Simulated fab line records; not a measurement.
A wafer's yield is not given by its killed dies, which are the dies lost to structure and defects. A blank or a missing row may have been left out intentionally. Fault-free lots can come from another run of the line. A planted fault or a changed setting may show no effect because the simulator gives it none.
fab line records	flow nand_harc
[record] lots = 24	wafers = 72	last_day = 33
route steps=1302 shown P_CONTACT@244 P_M0@263 P_M1@315 P_M2@328
lots that met no fault: taken from a fault-free run of the same line
start_h: the number of hours between the record's first day and the start of the first shown wafer of the lot	wait_h: how many hours have passed since the lot's step before this one	" the same as in the row above	L1.1+2: one row covering several wafers at once	- no value, or no start given	* or withheld: withheld	< > ~ a bound
route shown NAME@n: a module of which the file shows steps, and the number in the route of the first	usual: mean/standard deviation of fault-free wafers	same: alike in all rows	chamber/n: place in a boat	sites: the reading at each site	_std_site: their standard deviation	_edge_site: mean of outer sites minus mean of inner sites	radius_mm: how far each site lies from the wafer's centre	mask NAME#n: copy n	behind: the tool/chamber that last shaped the wafer	hold: the reason the lot was held/the length of the hold in hours/how it ended	device: whichever transistor did not switch (one of n, p or np)	end of line: the tests these same wafers got at the end of their route	a step with no rows: only its recipe	killed: not the wafer's yield, but the dies lost to structure and defects at the first sort	map: a wafer's dies, marking killed ones x, the rest . and places with no die _
set.NAME: the setting the step ran with; set.NAME@STEP: the setting that earlier step ran with	model.NAME: the simulator's own value behind a step, which no gauge read
steps of the route over a sample of lots; a table a step, a row a wafer
services: the hour from which a tool's chamber was out of use, counted from the record's first day as start_h (under 0 if before that day), plus the number of hours and why
[[steps]]
[step NHARC_P_CONTACT_DEGAS_38]
[recipe] temp_c = 300	time_s = 60
[usual] heater_power_w = 443/30
lot.wafer	tool	chamber	start_h	wait_h	heater_power_w
L074.1	pvd_sputter-01	-	126.52	-	474
L074.6	"	-	"	"	416
L074.5	"	-	"	"	468
L075.3	pvd_sputter-03	-	132.99	-	445
L075.2	"	-	"	"	407
L075.6	"	-	"	"	455
L076.2	pvd_sputter-01	-	139.88	-	454
L076.4	"	-	"	"	409
L076.6	"	-	"	"	469
L077.1	pvd_sputter-03	-	149.62	-	468
L077.5	"	-	"	"	474
L077.6	"	-	"	"	406
L078.4	pvd_sputter-03	-	153.06	-	453
L078.1	"	-	"	"	385
L078.5	"	-	"	"	462
L079.3	pvd_sputter-03	-	171.70	-	462
L079.1	"	-	"	"	469
L079.6	"	-	"	"	391
L080.2	pvd_sputter-03	-	177.57	-	391
L080.1	"	-	"	"	453
L080.6	"	-	"	"	454
L081.4	pvd_sputter-02	-	193.76	-	433
L081.1	"	-	"	"	402
L081.3	"	-	"	"	431
L082.2	pvd_sputter-03	-	195.47	-	394
L082.1	"	-	"	"	472
L082.3	"	-	"	"	470
L083.3	pvd_sputter-03	-	208.09	-	457
L083.4	"	-	"	"	461
L083.5	"	-	"	"	458
L084.3	pvd_sputter-02	-	219.28	-	397
L084.2	"	-	"	"	431
L084.6	"	-	"	"	397
L085.4	pvd_sputter-03	-	234.48	-	452
L085.1	"	-	"	"	465
L085.6	"	-	"	"	460
L086.4	pvd_sputter-03	-	237.44	-	472
L086.1	"	-	"	"	456
L086.5	"	-	"	"	473
L087.2	pvd_sputter-03	-	261.73	-	395
L087.4	"	-	"	"	477
L087.5	"	-	"	"	467
L089.4	pvd_sputter-01	-	262.20	-	496
L089.3	"	-	"	"	458
L089.5	"	-	"	"	414
L088.1	pvd_sputter-03	-	263.05	-	459
L088.6	"	-	"	"	403
L088.5	"	-	"	"	463
L090.1	pvd_sputter-03	-	278.22	-	464
L090.5	"	-	"	"	395
L090.6	"	-	"	"	460
L091.3	pvd_sputter-03	-	284.92	-	463
L091.4	"	-	"	"	461
L091.1	"	-	"	"	402
L092.2	pvd_sputter-02	-	296.48	-	447
L092.4	"	-	"	"	395
L092.1	"	-	"	"	412
L093.4	pvd_sputter-02	-	305.80	-	411
L093.2	"	-	"	"	417
L093.3	"	-	"	"	436
L094.3	pvd_sputter-02	-	319.74	-	399
L094.6	"	-	"	"	445
L094.5	"	-	"	"	443
L095.4	pvd_sputter-01	-	327.37	-	487
L095.1	"	-	"	"	443
L095.3	"	-	"	"	415
L096.4	pvd_sputter-01	-	337.78	-	424
L096.6	"	-	"	"	490
L096.5	"	-	"	"	426
L097.4	pvd_sputter-03	-	349.18	-	468
L097.1	"	-	"	"	380
L097.6	"	-	"	"	457
[step NHARC_P_CONTACT_INSPECT_27]
[usual] raw_defect_count = 271/120
lot.wafer	tool	chamber	start_h	wait_h	raw_defect_count
L074.1	defect_inspect-02	-	128.02	0.1	287
L074.5	"	-	"	"	257
L074.6	"	-	"	"	323
L075.2	defect_inspect-02	-	134.55	0.1	369
L075.3	"	-	"	"	254
L075.6	"	-	"	"	295
L076.2	defect_inspect-01	-	141.38	0.1	168
L076.4	"	-	"	"	227
L076.6	"	-	"	"	291
L077.1	defect_inspect-02	-	151.12	0.1	219
L077.5	"	-	"	"	240
L077.6	"	-	"	"	171
L078.1	defect_inspect-01	-	154.66	0.1	167
L078.4	"	-	"	"	231
L078.5	"	-	"	"	172
L079.1	defect_inspect-02	-	173.22	0.1	217
L079.3	"	-	"	"	154
L079.6	"	-	"	"	197
L080.1	defect_inspect-01	-	179.07	0.1	311
L080.2	"	-	"	"	391
L080.6	"	-	"	"	143
L081.1	defect_inspect-01	-	195.24	0.1	110
L081.3	"	-	"	"	94
L081.4	"	-	"	"	141
L082.1	defect_inspect-02	-	197.01	0.1	173
L082.2	"	-	"	"	215
L082.3	"	-	"	"	130
L083.3	defect_inspect-02	-	209.60	0.1	375
L083.4	"	-	"	"	581
L083.5	"	-	"	"	269
L084.2	defect_inspect-01	-	220.77	0.1	223
L084.3	"	-	"	"	240
L084.6	"	-	"	"	260
L085.1	defect_inspect-01	-	235.97	0.1	332
L085.4	"	-	"	"	274
L085.6	"	-	"	"	245
L086.1	defect_inspect-02	-	238.97	0.1	222
L086.4	"	-	"	"	238
L086.5	"	-	"	"	165
L087.2	defect_inspect-01	-	263.21	0.1	434
L087.4	"	-	"	"	258
L087.5	"	-	"	"	255
L089.3	defect_inspect-02	-	263.75	0.1	348
L089.4	"	-	"	"	404
L089.5	"	-	"	"	447
L088.1	defect_inspect-02	-	264.53	0.1	328
L088.5	"	-	"	"	489
L088.6	"	-	"	"	225
L090.1	defect_inspect-02	-	279.74	0.1	234
L090.5	"	-	"	"	278
L090.6	"	-	"	"	176
L091.1	defect_inspect-01	-	286.41	0.1	300
L091.3	"	-	"	"	224
L091.4	"	-	"	"	160
L092.1	defect_inspect-02	-	297.97	0.1	337
L092.2	"	-	"	"	189
L092.4	"	-	"	"	458
L093.2	defect_inspect-02	-	307.34	0.1	195
L093.3	"	-	"	"	286
L093.4	"	-	"	"	342
L094.3	defect_inspect-02	-	321.23	0.1	348
L094.5	"	-	"	"	198
L094.6	"	-	"	"	154
L095.1	defect_inspect-01	-	328.87	0.1	238
L095.3	"	-	"	"	188
L095.4	"	-	"	"	217
L096.4	defect_inspect-01	-	339.26	0.1	570
L096.5	"	-	"	"	603
L096.6	"	-	"	"	689
L097.1	defect_inspect-01	-	350.67	0.1	196
L097.4	"	-	"	"	282
L097.6	"	-	"	"	215
[step NHARC_P_M0_CD_MEAS_09]
[recipe] target_cd_nm = 90	landing_energy_ev = 500
[usual] cd_nm = 89.9/0.59
lot.wafer	tool	chamber	start_h	wait_h	cd_nm
L074.1	cd_sem-03	0	128.91	-	90.3
L074.5	"	0	"	"	90.7
L074.6	"	0	"	"	90.4
L075.2	cd_sem-02	0	135.45	-	90.2
L075.3	"	0	"	"	90.7
L075.6	"	0	"	"	89.7
L076.2	cd_sem-03	0	142.28	-	90.2
L076.4	"	0	"	"	90.1
L076.6	"	0	"	"	90.7
L077.1	cd_sem-01	0	152.19	-	89.4
L077.5	"	0	"	"	88.7
L077.6	"	0	"	"	89.7
L078.1	cd_sem-02	0	155.84	-	90.2
L078.4	"	0	"	"	91.3
L078.5	"	0	"	"	90.6
L079.1	cd_sem-01	0	174.12	-	90.1
L079.3	"	0	"	"	91.2
L079.6	"	0	"	"	89.3
L080.1	cd_sem-03	0	180.06	-	89.7
L080.2	"	0	"	"	90.6
L080.6	"	0	"	"	89.5
L081.1	cd_sem-02	0	196.15	-	90.2
L081.3	"	0	"	"	89.8
L081.4	"	0	"	"	89.6
L082.1	cd_sem-01	0	197.79	-	90.0
L082.2	"	0	"	"	90.5
L082.3	"	0	"	"	90.0
L083.3	cd_sem-02	0	210.51	-	90.0
L083.4	"	0	"	"	89.8
L083.5	"	0	"	"	89.8
L084.2	cd_sem-02	0	221.68	-	88.8
L084.3	"	0	"	"	89.4
L084.6	"	0	"	"	89.2
L085.1	cd_sem-01	0	236.87	-	89.7
L085.4	"	0	"	"	89.8
L085.6	"	0	"	"	89.7
L086.1	cd_sem-03	0	239.74	-	89.7
L086.4	"	0	"	"	89.2
L086.5	"	0	"	"	89.7
L087.2	cd_sem-02	0	264.12	-	88.9
L087.4	"	0	"	"	89.9
L087.5	"	0	"	"	88.6
L089.3	cd_sem-03	0	264.67	-	90.9
L089.4	"	0	"	"	91.1
L089.5	"	0	"	"	90.8
L088.1	cd_sem-02	0	265.42	-	89.2
L088.5	"	0	"	"	89.1
L088.6	"	0	"	"	88.9
L090.1	cd_sem-02	0	280.52	-	89.8
L090.5	"	0	"	"	89.2
L090.6	"	0	"	"	90.1
L091.1	cd_sem-01	0	287.18	-	90.0
L091.3	"	0	"	"	89.2
L091.4	"	0	"	"	89.4
L092.1	cd_sem-01	0	298.87	-	89.4
L092.2	"	0	"	"	90.2
L092.4	"	0	"	"	89.6
L093.2	cd_sem-02	0	308.24	-	89.4
L093.3	"	0	"	"	89.2
L093.4	"	0	"	"	89.6
L094.3	cd_sem-01	0	322.14	-	90.3
L094.5	"	0	"	"	90.4
L094.6	"	0	"	"	90.6
L095.1	cd_sem-01	0	329.78	-	90.1
L095.3	"	0	"	"	89.5
L095.4	"	0	"	"	89.6
L096.4	cd_sem-02	0	340.20	-	89.6
L096.5	"	0	"	"	89.7
L096.6	"	0	"	"	89.1
L097.1	cd_sem-02	0	351.44	-	90.9
L097.4	"	0	"	"	91.4
L097.6	"	0	"	"	90.9
[step NHARC_P_M1_INSPECT_27]
[usual] raw_defect_count = 300/120
lot.wafer	tool	chamber	start_h	wait_h	raw_defect_count
L074.1	defect_inspect-01	-	135.89	0.0	235
L074.5	"	-	"	"	276
L074.6	"	-	"	"	338
L075.2	defect_inspect-02	-	142.70	0.0	251
L075.3	"	-	"	"	186
L075.6	"	-	"	"	208
L076.2	defect_inspect-02	-	149.08	0.0	193
L076.4	"	-	"	"	400
L076.6	"	-	"	"	392
L077.1	defect_inspect-01	-	159.60	0.0	375
L077.5	"	-	"	"	174
L077.6	"	-	"	"	158
L078.1	defect_inspect-02	-	162.64	0.0	187
L078.4	"	-	"	"	273
L078.5	"	-	"	"	324
L079.1	defect_inspect-01	-	180.99	0.0	237
L079.3	"	-	"	"	342
L079.6	"	-	"	"	268
L080.1	defect_inspect-01	-	186.95	0.0	286
L080.2	"	-	"	"	395
L080.6	"	-	"	"	252
L081.1	defect_inspect-01	-	202.87	0.0	359
L081.3	"	-	"	"	330
L081.4	"	-	"	"	398
L082.1	defect_inspect-02	-	204.48	0.0	88
L082.2	"	-	"	"	150
L082.3	"	-	"	"	170
L083.3	defect_inspect-01	-	217.38	0.0	419
L083.4	"	-	"	"	234
L083.5	"	-	"	"	349
L084.2	defect_inspect-02	-	228.60	0.0	197
L084.3	"	-	"	"	146
L084.6	"	-	"	"	369
L085.1	defect_inspect-01	-	243.78	0.0	413
L085.4	"	-	"	"	528
L085.6	"	-	"	"	385
L086.1	defect_inspect-01	-	246.47	0.0	135
L086.4	"	-	"	"	260
L086.5	"	-	"	"	223
L087.2	defect_inspect-02	-	270.87	0.0	418
L087.4	"	-	"	"	368
L087.5	"	-	"	"	560
L089.3	defect_inspect-02	-	271.65	0.0	497
L089.4	"	-	"	"	528
L089.5	"	-	"	"	437
L088.1	defect_inspect-01	-	272.16	0.0	357
L088.5	"	-	"	"	605
L088.6	"	-	"	"	333
L090.1	defect_inspect-01	-	287.39	0.0	275
L090.5	"	-	"	"	265
L090.6	"	-	"	"	210
L091.1	defect_inspect-01	-	294.32	0.0	218
L091.3	"	-	"	"	176
L091.4	"	-	"	"	164
L092.1	defect_inspect-02	-	305.84	0.0	427
L092.2	"	-	"	"	677
L092.4	"	-	"	"	450
L093.2	defect_inspect-02	-	315.24	0.0	354
L093.3	"	-	"	"	433
L093.4	"	-	"	"	302
L094.3	defect_inspect-01	-	329.25	0.0	185
L094.5	"	-	"	"	255
L094.6	"	-	"	"	141
L095.1	defect_inspect-02	-	336.49	0.0	225
L095.3	"	-	"	"	239
L095.4	"	-	"	"	301
L096.4	defect_inspect-02	-	347.27	0.0	315
L096.5	"	-	"	"	307
L096.6	"	-	"	"	222
L097.1	defect_inspect-02	-	360.11	0.0	378
L097.4	"	-	"	"	462
L097.6	"	-	"	"	314
[step NHARC_P_M1_DEP_33]
[recipe] target_thk_a = 300	temp_c = 370	target_thk_nm = 30	pressure_torr = 3	flow_sccm = 200	rf_w = 450	material = SiCN
[usual] heater_power_w = 567/63
lot.wafer	tool	chamber	start_h	wait_h	heater_power_w
L074.1	pecvd-03	1	136.12	0.1	550
L074.6	"	2	"	"	624
L074.5	"	0	"	"	647
L075.3	pecvd-03	2	142.84	0.1	688
L075.2	"	1	"	"	574
L075.6	"	1	"	"	565
L076.2	pecvd-03	0	149.31	0.1	598
L076.4	"	1	"	"	529
L076.6	"	0	"	"	618
L077.1	pecvd-01	2	159.79	0.1	498
L077.5	"	2	"	"	499
L077.6	"	1	"	"	584
L078.1	pecvd-03	1	162.83	0.1	559
L078.5	"	0	"	"	551
L078.4	"	2	"	"	573
L079.3	pecvd-03	0	181.14	0.1	630
L079.1	"	1	"	"	517
L079.6	"	0	"	"	628
L080.1	pecvd-01	2	187.09	0.1	535
L080.2	"	0	"	"	486
L080.6	"	2	"	"	544
L081.3	pecvd-02	1	203.01	0.1	577
L081.1	"	0	"	"	501
L081.4	"	0	"	"	512
L082.1	pecvd-03	0	204.63	0.1	669
L082.3	"	1	"	"	559
L082.2	"	2	"	"	676
L083.3	pecvd-01	1	217.52	0.1	595
L083.5	"	2	"	"	490
L083.4	"	0	"	"	475
L084.3	pecvd-03	2	228.75	0.1	699
L084.2	"	1	"	"	622
L084.6	"	2	"	"	669
L085.1	pecvd-03	2	243.96	0.1	603
L085.6	"	1	"	"	558
L085.4	"	0	"	"	554
L086.1	pecvd-01	2	246.71	0.1	483
L086.5	"	0	"	"	433
L086.4	"	1	"	"	522
L087.2	pecvd-02	0	271.01	0.1	544
L087.4	"	0	"	"	551
L087.5	"	1	"	"	602
L089.3	pecvd-03	2	271.88	0.1	665
L089.5	"	0	"	"	649
L089.4	"	2	"	"	653
L088.1	pecvd-01	0	272.40	0.1	482
L088.5	"	2	"	"	511
L088.6	"	0	"	"	478
L090.1	pecvd-03	1	287.58	0.1	539
L090.5	"	0	"	"	683
L090.6	"	1	"	"	534
L091.1	pecvd-01	2	294.47	0.1	478
L091.3	"	1	"	"	567
L091.4	"	1	"	"	547
L092.2	pecvd-03	0	305.99	0.1	563
L092.1	"	2	"	"	656
L092.4	"	2	"	"	632
L093.3	pecvd-02	1	315.39	0.1	524
L093.2	"	2	"	"	527
L093.4	"	0	"	"	586
L094.3	pecvd-03	0	329.48	0.1	628
L094.6	"	1	"	"	597
L094.5	"	0	"	"	625
L095.3	pecvd-01	2	336.68	0.1	508
L095.1	"	0	"	"	484
L095.4	"	0	"	"	498
L096.4	pecvd-01	0	347.55	0.2	500
L096.6	"	1	"	"	566
L096.5	"	2	"	"	547
L097.1	pecvd-01	0	360.35	0.1	500
L097.6	"	2	"	"	510
L097.4	"	0	"	"	488
[step NHARC_P_M2_CD_MEAS_09]
[recipe] target_cd_nm = 170	landing_energy_ev = 500
[usual] cd_nm = 169.9/0.47
lot.wafer	tool	chamber	start_h	wait_h	cd_nm
L074.1	cd_sem-03	0	137.28	-	169.2
L074.5	"	0	"	"	169.4
L074.6	"	0	"	"	169.1
L075.2	cd_sem-01	0	143.96	-	170.1
L075.3	"	0	"	"	170.1
L075.6	"	0	"	"	171.0
L076.2	cd_sem-03	0	150.48	-	170.0
L076.4	"	0	"	"	170.3
L076.6	"	0	"	"	170.9
L077.1	cd_sem-01	0	161.17	-	170.7
L077.5	"	0	"	"	170.0
L077.6	"	0	"	"	169.4
L078.1	cd_sem-03	0	164.04	-	169.9
L078.4	"	0	"	"	170.3
L078.5	"	0	"	"	170.1
L079.1	cd_sem-01	0	182.40	-	169.5
L079.3	"	0	"	"	170.1
L079.6	"	0	"	"	169.7
L080.1	cd_sem-01	0	188.31	-	170.4
L080.2	"	0	"	"	170.5
L080.6	"	0	"	"	169.8
L081.1	cd_sem-01	0	204.29	-	170.0
L081.3	"	0	"	"	169.8
L081.4	"	0	"	"	170.3
L082.1	cd_sem-03	0	205.86	-	169.2
L082.2	"	0	"	"	169.2
L082.3	"	0	"	"	169.6
L083.3	cd_sem-02	0	218.63	-	169.4
L083.4	"	0	"	"	169.4
L083.5	"	0	"	"	170.0
L084.2	cd_sem-03	0	229.88	-	170.9
L084.3	"	0	"	"	170.5
L084.6	"	0	"	"	170.7
L085.1	cd_sem-01	0	245.13	-	168.9
L085.4	"	0	"	"	169.8
L085.6	"	0	"	"	169.8
L086.1	cd_sem-03	0	247.74	-	169.8
L086.4	"	0	"	"	169.8
L086.5	"	0	"	"	170.2
L087.2	cd_sem-03	0	272.26	-	170.2
L087.4	"	0	"	"	170.5
L087.5	"	0	"	"	170.6
L089.3	cd_sem-01	0	272.92	-	169.5
L089.4	"	0	"	"	169.3
L089.5	"	0	"	"	168.9
L088.1	cd_sem-02	0	273.56	-	169.6
L088.5	"	0	"	"	169.5
L088.6	"	0	"	"	170.3
L090.1	cd_sem-01	0	288.79	-	169.8
L090.5	"	0	"	"	169.9
L090.6	"	0	"	"	170.1
L091.1	cd_sem-02	0	295.72	-	169.9
L091.3	"	0	"	"	170.0
L091.4	"	0	"	"	169.6
L092.1	cd_sem-03	0	307.23	-	170.0
L092.2	"	0	"	"	169.6
L092.4	"	0	"	"	169.6
L093.2	cd_sem-02	0	316.62	-	169.7
L093.3	"	0	"	"	170.0
L093.4	"	0	"	"	169.9
L094.3	cd_sem-02	0	330.52	-	169.0
L094.5	"	0	"	"	169.7
L094.6	"	0	"	"	169.2
L095.1	cd_sem-03	0	337.89	-	170.4
L095.3	"	0	"	"	169.7
L095.4	"	0	"	"	169.5
L096.4	cd_sem-03	0	348.55	-	169.6
L096.5	"	0	"	"	169.6
L096.6	"	0	"	"	169.7
L097.1	cd_sem-03	0	361.35	-	170.2
L097.4	"	0	"	"	170.1
L097.6	"	0	"	"	170.1
[[services]]
tool	chamber	start_h	hours	kind
pvd_sputter-02	-	104.00	10.0	pm
pecvd-01	-	130.09	13.0	pm
pecvd-01	0	130.09	13.0	vent_cycle
pecvd-01	1	130.09	13.0	vent_cycle
pvd_sputter-01	-	130.55	2.9	repair
pecvd-01	0	147.14	23.7	repair
pvd_sputter-03	-	178.60	0.6	repair
pecvd-02	-	182.51	0.5	repair
pecvd-03	2	183.53	5.7	repair
pecvd-03	-	185.40	13.0	pm
pecvd-03	0	185.40	13.0	vent_cycle
pecvd-03	1	185.40	13.0	vent_cycle
pvd_sputter-03	-	189.77	0.6	repair
pecvd-03	0	198.40	-	clean
pecvd-03	1	198.40	-	clean
pecvd-03	2	198.40	-	clean
pvd_sputter-01	-	226.00	10.0	pm
pecvd-02	-	250.69	13.0	pm
pvd_sputter-01	-	262.44	5.5	repair
pvd_sputter-02	-	282.07	10.0	pm
pecvd-01	-	311.32	13.0	pm
pvd_sputter-03	-	314.76	0.7	repair
pvd_sputter-03	-	346.57	1.1	repair
pvd_sputter-03	-	357.17	10.0	pm
[[key]]
fault none
